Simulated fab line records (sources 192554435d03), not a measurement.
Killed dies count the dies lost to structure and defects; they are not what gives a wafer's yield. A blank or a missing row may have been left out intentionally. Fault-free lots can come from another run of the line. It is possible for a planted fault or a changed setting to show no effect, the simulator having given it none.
fab line records + flow n5_finfet
record:
- lots: 5
- wafers: 15
- last_day: 21
route steps=1938 shown BEOL_M9@1446 PASSIVATION@1936
lots that met no fault: taken from a fault-free run of the same line
start_h: the number of hours between the record's first day and the start of the first shown wafer of the lot + wait_h: hours since the lot's step before + " identical to the entry in the row above + L1.1+2: one row covering several wafers at once + - no value, or no start given + * or withheld: withheld + < > ~ a bound
route shown NAME@n: a module of which the file shows steps, and the number in the route of the first + usual: mean and standard deviation over wafers with no fault + same: alike in all rows + chamber/n: place in a boat + sites: the reading at each site + _std_site: the values' standard deviation + _edge_site: inner sites' mean taken away from outer sites' mean + radius_mm: for every site, how far away it sits from the centre of the wafer + mask NAME#n: copy n + behind: the most recent tool/chamber to have shaped the wafer + hold: cause of the lot's hold/its duration in hours/its outcome + device: the n, p or np transistor that did not switch + end of line: the same wafers' tests at the end of the route + a step with no rows: only its recipe + killed: the dies lost at the first sort to structure and to defects; this is not the yield of the wafer + map: shows each die of a wafer: x if killed, . if not, _ if none is there
set.NAME: the setting as run; set.NAME@STEP: as run at that earlier step + model.NAME: the simulator's own value behind a step, which no gauge read
a table for each step, a row for each wafer; lots at some steps of the route
services: a tool's chamber out of use, with start hour (start_h, from the record's first day; less than 0 if before it), hours out, and reason
== steps ==
step: N5_BEOL_M9_TRENCH_ETCH_37
recipe:
- chemistry: C4F6/O2
- target_depth_a: 1514.3
- target: SiCOH_lowk
- time_s: 49
- ion_energy_ev: 250
- pressure_mtorr: 30
- source_w: 345
- bias_w: 185
- Ar_flow_sccm: 300
- C4F6_flow_sccm: 10
- O2_flow_sccm: 10
usual:
- C4F6_flow_sccm: 9.995/0.029
- drypump_motor_current_A: 5.6/0.49
- oes_product_au: 0.79/0.084
- rf_fwd_power_W: 341.0/1.4
- rf_vpp_V: 679/19
- showerhead_plenum_p_Torr: 2.86/0.11
- throttle_valve_pct: 20.92/0.21
| lot.wafer | tool        | chamber | start_h | wait_h | C4F6_flow_sccm | drypump_motor_current_A | oes_product_au | rf_fwd_power_W | rf_hours_counter_h | rf_vpp_V | showerhead_plenum_p_Torr | throttle_valve_pct |
|-----------|-------------|---------|---------|--------|----------------|-------------------------|----------------|----------------|--------------------|----------|--------------------------|--------------------|
| L406.1    | rie_diel-02 | 0       | -       | -      | 10.006         | 4.8                     | 0.91           | 337.6          | 19                 | 690      | 3.00                     | 21.05              |
| L406.3    | "           | 3       | "       | "      | 10.046         | 5.7                     | 0.79           | 340.7          | 119                | 716      | 2.72                     | 21.11              |
| L406.6    | "           | 0       | "       | "      | 10.009         | 4.8                     | 0.92           | 339.9          | -                  | 689      | 3.00                     | 21.05              |
| L405.1    | rie_diel-02 | 2       | -       | -      | 9.991          | 5.0                     | 0.95           | 341.9          | 2                  | 660      | 2.89                     | 20.56              |
| L405.2    | "           | 3       | "       | "      | 9.969          | 5.7                     | 0.78           | 341.9          | 123                | 716      | 2.72                     | 21.14              |
| L405.3    | "           | 0       | "       | "      | 10.016         | 4.8                     | 0.92           | 340.7          | 23                 | 689      | 3.00                     | 21.05              |
| L417.1    | rie_diel-02 | 1       | -       | -      | 10.026         | 6.4                     | 0.75           | 341.0          | 145                | 692      | 2.96                     | 20.86              |
| L417.2    | "           | 2       | "       | "      | 9.996          | 5.0                     | 0.89           | 343.2          | 23                 | 658      | 2.88                     | 20.59              |
| L417.6    | "           | 3       | "       | "      | 10.014         | 5.7                     | 0.76           | 340.8          | -                  | 716      | 2.71                     | 21.16              |
| L419.1    | rie_diel-05 | 2       | -       | -      | 10.034         | 6.1                     | 0.72           | 342.1          | 203                | 656      | 2.96                     | 21.02              |
| L419.4    | "           | 0       | "       | "      | 9.977          | 5.0                     | 0.67           | 341.6          | 248                | 691      | 2.68                     | 21.10              |
| L419.5    | "           | 0       | "       | "      | 10.029         | 5.0                     | 0.67           | 341.7          | -                  | 690      | 2.68                     | 21.08              |
| L421.3    | rie_diel-02 | 0       | -       | -      | 9.989          | 4.8                     | 0.86           | 338.9          | 54                 | 688      | 2.98                     | 21.08              |
| L421.4    | "           | 3       | "       | "      | 10.010         | 5.7                     | 0.75           | 341.5          | 153                | 715      | 2.71                     | 21.18              |
| L421.5    | "           | 3       | "       | "      | 10.004         | 5.7                     | 0.75           | 340.5          | -                  | 716      | 2.71                     | 21.18              |
step: N5_BEOL_M9_ETCH_41
recipe:
- chemistry: CH3F/O2
- target: SiCN
- target_depth_a: 366
- taper_deg: 2
- time_s: 70.1
- ion_energy_ev: 120
- mask_material: TiN
- pressure_mtorr: 30
- source_w: 395
- bias_w: 75
- Ar_flow_sccm: 150
- CH3F_flow_sccm: 30
- O2_flow_sccm: 20
usual:
- drypump_motor_current_A: 5.6/0.49
- oes_product_au: 0.79/0.086
- rf_fwd_power_W: 391.6/1.3
- rf_vpp_V: 297.5/1.7
- showerhead_plenum_p_Torr: 2.01/0.078
- throttle_valve_pct: 16.33/0.21
| lot.wafer | tool        | chamber | start_h | wait_h | drypump_motor_current_A | oes_product_au | rf_fwd_power_W | rf_hours_counter_h | rf_vpp_V | showerhead_plenum_p_Torr | throttle_valve_pct |
|-----------|-------------|---------|---------|--------|-------------------------|----------------|----------------|--------------------|----------|--------------------------|--------------------|
| L406.1    | rie_diel-02 | 0       | -       | -      | 4.8                     | 0.94           | 388.9          | 19                 | 300.7    | 2.11                     | 16.38              |
| L406.3    | "           | 3       | "       | "      | 5.7                     | 0.78           | 391.8          | 119                | 295.4    | 1.91                     | 16.53              |
| L406.6    | "           | 0       | "       | "      | 4.8                     | 0.93           | 392.8          | -                  | 299.7    | 2.11                     | 16.36              |
| L405.1    | rie_diel-02 | 2       | -       | -      | 5.0                     | 0.94           | 392.0          | 2                  | 297.2    | 2.04                     | 15.96              |
| L405.2    | "           | 3       | "       | "      | 5.7                     | 0.78           | 391.0          | 123                | 294.8    | 1.91                     | 16.54              |
| L405.3    | "           | 0       | "       | "      | 4.9                     | 0.92           | 390.3          | 23                 | 300.0    | 2.11                     | 16.38              |
| L417.1    | rie_diel-02 | 1       | -       | -      | 6.4                     | 0.75           | 389.0          | 145                | 299.0    | 2.08                     | 16.32              |
| L417.2    | "           | 2       | "       | "      | 5.0                     | 0.89           | 393.9          | 23                 | 298.3    | 2.03                     | 16.00              |
| L417.6    | "           | 3       | "       | "      | 5.7                     | 0.76           | 391.9          | -                  | 295.7    | 1.91                     | 16.56              |
| L419.1    | rie_diel-05 | 2       | -       | -      | 6.1                     | 0.71           | 391.6          | 203                | 297.3    | 2.08                     | 16.39              |
| L419.4    | "           | 0       | "       | "      | 5.0                     | 0.68           | 390.7          | 248                | 295.4    | 1.88                     | 16.56              |
| L419.5    | "           | 0       | "       | "      | 5.0                     | 0.68           | 391.4          | -                  | 295.4    | 1.88                     | 16.57              |
| L421.3    | rie_diel-02 | 0       | -       | -      | 4.8                     | 0.87           | 391.2          | 54                 | 299.4    | 2.10                     | 16.44              |
| L421.4    | "           | 3       | "       | "      | 5.7                     | 0.76           | 393.7          | 153                | 297.3    | 1.90                     | 16.59              |
| L421.5    | "           | 3       | "       | "      | 5.7                     | 0.77           | 393.1          | -                  | 294.6    | 1.90                     | 16.59              |
step: N5_BEOL_M9_STRIP_80
recipe:
- chemistry: N2/H2
- time_s: 10
- power_w: 450
- temp_c: 40
- pressure_mtorr: 20
- rf_frequency_hz: 6e+07
- bias_power_w: 7
- n2_flow_sccm: 200
- h2_flow_sccm: 200
step: N5_BEOL_M9_OCD_MEAS_38
usual:
- trench_depth_nm: 149/3.5
| lot.wafer | tool   | chamber | start_h | wait_h | trench_depth_nm |
|-----------|--------|---------|---------|--------|-----------------|
| L406.1    | ocd-02 | -       | 324.05  | -      | 154             |
| L406.3    | "      | -       | "       | "      | 147             |
| L406.6    | "      | -       | "       | "      | 155             |
| L405.1    | ocd-01 | -       | 333.73  | -      | 149             |
| L405.2    | "      | -       | "       | "      | 147             |
| L405.3    | "      | -       | "       | "      | 153             |
| L417.1    | ocd-01 | -       | 406.31  | -      | 146             |
| L417.2    | "      | -       | "       | "      | 151             |
| L417.6    | "      | -       | "       | "      | 147             |
| L419.1    | ocd-01 | -       | 435.01  | -      | 149             |
| L419.4    | "      | -       | "       | "      | 150             |
| L419.5    | "      | -       | "       | "      | 147             |
| L421.3    | ocd-02 | -       | 436.38  | -      | 153             |
| L421.4    | "      | -       | "       | "      | 146             |
| L421.5    | "      | -       | "       | "      | 147             |
step: N5_BEOL_M9_HM_STRIP_39
recipe:
- chemistry: peroxide_tin_strip
- material: TiN
- target_depth_a: 250
- temp_c: 50
- time_s: 158
step: N5_BEOL_M9_SRD_40
recipe:
- time_s: 30
- temp_c: 23
- rinse_liquid: diw
- dry: ipa_marangoni
step: N5_BEOL_M9_PRECLEAN_42
recipe:
- chemistry: residue_remover
- time_s: 60
- temp_c: 40
step: N5_BEOL_M9_SRD_43
recipe:
- time_s: 30
- temp_c: 23
- rinse_liquid: diw
- dry: ipa_marangoni
step: N5_BEOL_M9_CD_MEAS_35
recipe:
- target_cd_nm: 70
- target_cd_y_nm: 40
- polarity: opening
usual:
- cd_nm: 69.8/0.79
| lot.wafer | tool      | chamber | start_h | wait_h | cd_nm |
|-----------|-----------|---------|---------|--------|-------|
| L406.1    | cd_sem-03 | -       | 324.20  | 0.0    | 69.7  |
| L406.3    | "         | -       | "       | "      | 68.9  |
| L406.6    | "         | -       | "       | "      | 70.0  |
| L405.1    | cd_sem-02 | -       | 333.88  | 0.0    | 68.9  |
| L405.2    | "         | -       | "       | "      | 68.4  |
| L405.3    | "         | -       | "       | "      | 71.0  |
| L417.1    | cd_sem-03 | -       | 406.46  | 0.0    | 69.2  |
| L417.2    | "         | -       | "       | "      | 68.9  |
| L417.6    | "         | -       | "       | "      | 70.4  |
| L419.1    | cd_sem-03 | -       | 435.26  | 0.0    | 68.6  |
| L419.4    | "         | -       | "       | "      | 69.1  |
| L419.5    | "         | -       | "       | "      | 69.8  |
| L421.3    | cd_sem-03 | -       | 436.63  | 0.0    | 71.4  |
| L421.4    | "         | -       | "       | "      | 70.4  |
| L421.5    | "         | -       | "       | "      | 71.1  |
step: N5_BEOL_M9_CURE_72
recipe:
- temp_c: 370
- time_s: 120
- ambient: DMADMS/He
- material: SiCOH_lowk
usual:
- lamp_power_pct: 52.31/0.052
- wafer_temp_C_max: 371.5/0.47
| lot.wafer | tool       | chamber | start_h | wait_h | lamp_power_pct | wafer_temp_C_max |
|-----------|------------|---------|---------|--------|----------------|------------------|
| L406.1    | uv_cure-03 | 0       | 324.24  | 0.0    | 52.24          | 371.6            |
| L406.3    | "          | 0       | "       | "      | 52.28          | 371.0            |
| L406.6    | "          | 0       | "       | "      | 52.38          | 372.1            |
| L405.1    | uv_cure-01 | 1       | 333.92  | 0.0    | 52.32          | 371.2            |
| L405.2    | "          | 1       | "       | "      | 52.27          | 371.8            |
| L405.3    | "          | 1       | "       | "      | 52.38          | 372.6            |
| L417.1    | uv_cure-03 | 1       | 406.50  | 0.0    | 52.37          | 370.4            |
| L417.2    | "          | 1       | "       | "      | 52.29          | 371.4            |
| L417.6    | "          | 1       | "       | "      | 52.28          | 372.1            |
| L419.1    | uv_cure-02 | 1       | 435.30  | 0.0    | 52.32          | 371.6            |
| L419.4    | "          | 1       | "       | "      | 52.36          | 371.3            |
| L419.5    | "          | 1       | "       | "      | 52.29          | 370.8            |
| L421.3    | uv_cure-03 | 0       | 436.99  | 0.4    | 52.37          | 370.6            |
| L421.4    | "          | 0       | "       | "      | 52.29          | 371.2            |
| L421.5    | "          | 0       | "       | "      | 52.34          | 371.3            |
step: N5_BEOL_M9_DEGAS_44
recipe:
- ambient: vacuum
- temp_c: 250
- time_s: 60
step: N5_BEOL_M9_PRE_CLEAN_45
recipe:
- gas: H2/He
- time_s: 30
- temp_c: 250
usual:
- heater_power_w: 310/30
| lot.wafer | tool           | chamber | start_h | wait_h | heater_power_w |
|-----------|----------------|---------|---------|--------|----------------|
| L406.1    | pvd_sputter-03 | -       | 324.60  | 0.0    | 306            |
| L406.3    | "              | -       | "       | "      | 275            |
| L406.6    | "              | -       | "       | "      | 326            |
| L405.1    | pvd_sputter-03 | -       | 334.30  | 0.0    | 323            |
| L405.2    | "              | -       | "       | "      | 265            |
| L405.3    | "              | -       | "       | "      | 300            |
| L417.1    | pvd_sputter-03 | -       | 406.88  | 0.0    | 320            |
| L417.2    | "              | -       | "       | "      | 325            |
| L417.6    | "              | -       | "       | "      | 262            |
| L419.1    | pvd_sputter-02 | -       | 436.27  | 0.0    | 304            |
| L419.4    | "              | -       | "       | "      | 280            |
| L419.5    | "              | -       | "       | "      | 341            |
| L421.3    | pvd_sputter-03 | -       | 437.43  | 0.0    | 323            |
| L421.4    | "              | -       | "       | "      | 303            |
| L421.5    | "              | -       | "       | "      | 274            |
step: N5_BEOL_M9_ALD_74
recipe:
- material: TaN
- target_thk_a: 20
- temp_c: 275
- ald_precursor_family: PDMAT
- ald_co_reactant: NH3
- pressure_torr: 3
- carrier_flow_sccm: 1500
- pulse_time_s: 2
- purge_time_s: 3
- co_reactant_purge_time_s: 2
- co_reactant_pulse_time_s: 3
- ald_cycles: 40
- precursor_vessel_temp_c: 75
- precursor_vessel_pressure_torr: 26.25
- precursor_vessel_carrier_sccm: 1000
usual:
- ald_cycles: 40/0
- heater_power_outer_w: 232/31
- heater_power_w: 429/52
| lot.wafer | tool         | chamber | start_h | wait_h | ald_cycles | heater_power_outer_w | heater_power_w | model.TaN_of_BEOL_M9_ALD_74.thk_nm |
|-----------|--------------|---------|---------|--------|------------|----------------------|----------------|------------------------------------|
| L406.1    | ald_metal-03 | 1       | 324.69  | 0.1    | 40         | 248                  | 508            | 2                                  |
| L406.3    | "            | 3       | "       | "      | 40         | 277                  | 473            | 2                                  |
| L406.6    | "            | 3       | "       | "      | 40         | 268                  | 470            | 2                                  |
| L405.1    | ald_metal-04 | 3       | 334.36  | 0.0    | 40         | 182                  | 364            | 2                                  |
| L405.2    | "            | 2       | "       | "      | 40         | 222                  | 409            | 2                                  |
| L405.3    | "            | 1       | "       | "      | 40         | 204                  | 369            | 2                                  |
| L417.1    | ald_metal-04 | 3       | 406.95  | 0.0    | 40         | 184                  | 368            | 2                                  |
| L417.2    | "            | 2       | "       | "      | 67         | 222                  | 408            | 3.4                                |
| L417.6    | "            | 3       | "       | "      | 40         | 187                  | 368            | 2                                  |
| L419.1    | ald_metal-02 | 1       | 436.34  | 0.0    | 40         | 280                  | 515            | 2                                  |
| L419.4    | "            | 0       | "       | "      | 40         | 292                  | 490            | 2                                  |
| L419.5    | "            | 1       | "       | "      | 40         | 278                  | 535            | 2                                  |
| L421.3    | ald_metal-02 | 3       | 437.51  | 0.1    | 40         | 199                  | 375            | 2                                  |
| L421.4    | "            | 1       | "       | "      | 40         | 281                  | 523            | 2                                  |
| L421.5    | "            | 3       | "       | "      | 40         | 201                  | 379            | 2                                  |
step: N5_BEOL_M9_SURFACE_TREAT_79
recipe:
- gas: Ar
- time_s: *
- ion_energy_ev: *
- ion_current_ma_cm2: 0.5
- pressure_mtorr: *
- ar_flow_sccm: 30
usual:
- pressure_mtorr: *
- throttle_valve_pct: *
| lot.wafer | tool           | chamber | start_h | wait_h | pressure_mtorr | throttle_valve_pct |
|-----------|----------------|---------|---------|--------|----------------|--------------------|
| L406.1    | pvd_sputter-03 | -       | 325.14  | 0.3    | *              | *                  |
| L406.3    | "              | -       | "       | "      | *              | *                  |
| L406.6    | "              | -       | "       | "      | *              | *                  |
| L405.1    | pvd_sputter-01 | -       | 334.67  | 0.2    | *              | *                  |
| L405.2    | "              | -       | "       | "      | *              | *                  |
| L405.3    | "              | -       | "       | "      | *              | *                  |
| L417.1    | pvd_sputter-01 | -       | 407.25  | 0.2    | *              | *                  |
| L417.2    | "              | -       | "       | "      | *              | *                  |
| L417.6    | "              | -       | "       | "      | *              | *                  |
| L419.1    | pvd_sputter-02 | -       | 436.65  | 0.2    | *              | *                  |
| L419.4    | "              | -       | "       | "      | *              | *                  |
| L419.5    | "              | -       | "       | "      | *              | *                  |
| L421.3    | pvd_sputter-03 | -       | 437.85  | 0.2    | *              | *                  |
| L421.4    | "              | -       | "       | "      | *              | *                  |
| L421.5    | "              | -       | "       | "      | *              | *                  |
step: N5_PASSIVATION_PROBE_49
usual:
- defect_limited_yield: 90.9/1.6
- killed_at_M0_to_M3: 37/11
- killed_at_M4_up: 15/5.6
- killed_at_contacts: 13/6.4
- killed_at_front_end: 39/11
- killed_at_other: 4/3.1
- killed_dies: 107/19
- killed_open: 71/14
- killed_short: 34/7.8
- sort_bin_5_function: 5.3/1
- sort_bin_6_memory: 3.4/0.72
- sort_n_pass: 1072/20
- sort_yield_pct: 90.9/1.7
same:
- gross_dies: 1180
- killed_at_back_side: 0
- sort_bin_4_leakage[%]: 0
- sort_bin_8_speed[%]: 0
| lot.wafer | tool      | chamber | start_h | wait_h | defect_limited_yield[%] | killed_at_M0_to_M3 | killed_at_M4_up | killed_at_contacts | killed_at_front_end | killed_at_other | killed_dies | killed_open | killed_short | sort_bin_5_function[%] | sort_bin_6_memory[%] | sort_n_pass | sort_yield_pct[%] |
|-----------|-----------|---------|---------|--------|-------------------------|--------------------|-----------------|--------------------|---------------------|-----------------|-------------|-------------|--------------|------------------------|----------------------|-------------|-------------------|
| L406.1    | prober-02 | -       | 395.28  | 0.0    | 92.3                    | 23                 | 18              | 27                 | 21                  | 2               | 91          | 64          | 25           | 4.3                    | 3.0                  | 1089        | 92.3              |
| L406.3    | prober-02 | -       | 395.38  | 0.1    | 93.8                    | 26                 | 14              | 4                  | 27                  | 2               | 73          | 47          | 23           | 3.1                    | 3.0                  | 1107        | 93.8              |
| L406.6    | prober-02 | -       | 395.53  | 0.3    | 92.5                    | 34                 | 15              | 21                 | 14                  | 4               | 88          | 64          | 21           | 4.6                    | 2.7                  | 1092        | 92.5              |
| L417.1    | prober-01 | -       | 473.83  | 0.0    | 91.5                    | 34                 | 8               | 20                 | 36                  | 2               | 100         | 65          | 34           | 5.0                    | 3.1                  | 1080        | 91.5              |
| L417.2    | prober-01 | -       | 473.88  | 0.1    | 91.1                    | 30                 | 14              | 6                  | 47                  | 8               | 105         | 61          | 38           | 5.2                    | 3.4                  | 1075        | 91.1              |
| L417.6    | prober-01 | -       | 474.08  | 0.3    | 91.0                    | 24                 | 23              | 12                 | 39                  | 8               | 106         | 77          | 25           | 5.1                    | 3.6                  | 1074        | 91.0              |
killed by level:class
L406.1 MOL_CONTACT_COAG:geometric_particle:open=24 BEOL_M4:geometric_particle:open=10 FIN_SAQP:geometric_particle:open=7 BEOL_M0_SAQP:geometric_particle:short=6 BEOL_M0_SAQP:geometric_particle:open=4 STI_FIN_REVEAL:geometric_particle:open=3 MOL_CONTACT_COAG:geometric_particle:short=3 BEOL_M1:geometric_particle:open=3
L406.3 FIN_SAQP:geometric_particle:open=6 STI_FIN_REVEAL:geometric_particle:open=5 BEOL_M0_SAQP:geometric_particle:short=5 BEOL_M4:geometric_particle:open=5 BEOL_M0:geometric_particle:open=4 FIN_SAQP:geometric_particle:short=3 MOL_CONTACT_COAG:geometric_particle:open=3 BEOL_M1:geometric_particle:open=3
L406.6 MOL_CONTACT_COAG:geometric_particle:open=17 BEOL_M4:geometric_particle:open=10 BEOL_M1:geometric_particle:open=7 BEOL_M0_SAQP:geometric_particle:short=7 STI_FIN_REVEAL:geometric_particle:open=4 MOL_CONTACT_COAG:geometric_particle:short=4 BEOL_M0_SAQP:geometric_particle:open=4 FIN_SAQP:geometric_particle:open=3
L417.1 MOL_CONTACT_COAG:geometric_particle:open=14 FIN_SAQP:geometric_particle:open=11 BEOL_M0_SAQP:geometric_particle:short=9 STI_FIN_REVEAL:geometric_particle:open=7 BEOL_M0_SAQP:geometric_particle:open=7 BEOL_M2:geometric_particle:open=7 MOL_CONTACT_COAG:geometric_particle:short=6 STI_FIN_REVEAL:geometric_particle:short=4
L417.2 BEOL_M3:geometric_particle:open=8 FIN_SAQP:geometric_particle:short=7 FIN_SAQP:geometric_particle:open=6 ILD0:geometric_particle:open=5 DUMMY_GATE:geometric_particle:short=4 DUMMY_GATE:geometric_particle:open=4 BEOL_M0_SAQP:geometric_particle:open=4 BEOL_M0:geometric_particle:open=4
L417.6 MOL_CONTACT_COAG:geometric_particle:open=12 BEOL_M4:geometric_particle:open=11 STI_FIN_REVEAL:geometric_particle:open=10 FIN_SAQP:geometric_particle:open=9 GATE_CUT:geometric_particle:short=8 BEOL_M0_SAQP:geometric_particle:open=8 BEOL_M3:geometric_particle:open=6 BEOL_M5:geometric_particle:open=4
== services ==
| tool         | chamber | start_h | hours | kind                          |
|--------------|---------|---------|-------|-------------------------------|
| ald_metal-04 | -       | 301.79  | 2.8   | pm                            |
| rie_diel-02  | 2       | 317.30  | -     | clean                         |
| rie_diel-02  | 2       | 317.30  | -     | consumable_replace:focus_ring |
| rie_diel-02  | 2       | 317.30  | 12.3  | scheduled_down                |
| rie_diel-02  | 2       | 317.30  | 12.3  | vent_cycle                    |
| uv_cure-03   | -       | 328.24  | 1.5   | repair                        |
| uv_cure-01   | -       | 331.90  | 0.9   | repair                        |
| rie_diel-05  | 0       | 344.40  | 2.8   | repair                        |
| rie_diel-05  | 1       | 347.18  | -     | clean                         |
| rie_diel-05  | 1       | 347.18  | -     | consumable_replace:esc        |
| rie_diel-05  | 1       | 347.18  | -     | consumable_replace:focus_ring |
| rie_diel-05  | 1       | 347.18  | 37.7  | scheduled_down                |
| rie_diel-05  | 1       | 347.18  | 37.7  | vent_cycle                    |
| uv_cure-03   | -       | 347.32  | 28.1  | pm                            |
| ald_metal-03 | 3       | 350.28  | 25.4  | repair                        |
| ald_metal-03 | -       | 363.07  | 0.6   | repair                        |
| rie_diel-02  | 1       | 367.74  | 5.0   | repair                        |
| ald_metal-04 | -       | 381.72  | 4.3   | pm                            |
| ald_metal-04 | 3       | 388.97  | 17.6  | repair                        |
| ald_metal-02 | -       | 414.41  | 6.0   | pm                            |
| rie_diel-02  | 2       | 417.51  | 2.8   | repair                        |
== key ==
first_sign:
- step: N5_BEOL_M9_ALD_74
- reading: ald_cycles
- direction: up
- sigmas: 99+
- usual: *
- struck: *
effect none on later readings
model_effect:
- step: N5_BEOL_M9_ALD_74
- value: TaN_of_BEOL_M9_ALD_74.thk_nm
- without: 2
- struck: 3.4
met_at N5_BEOL_M9_ALD_74
struck_wafers L417.2
onset_between 334.36 406.95
fault:
- kind: process_parameter_drift
- tool: ald_metal-04
- chamber: 2
- onset_h: 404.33
- steps: N5_BEOL_M9_ALD_74
- channel: ald_cycles
- offset: *
- shape: step
- acts_in: *
- stated: *
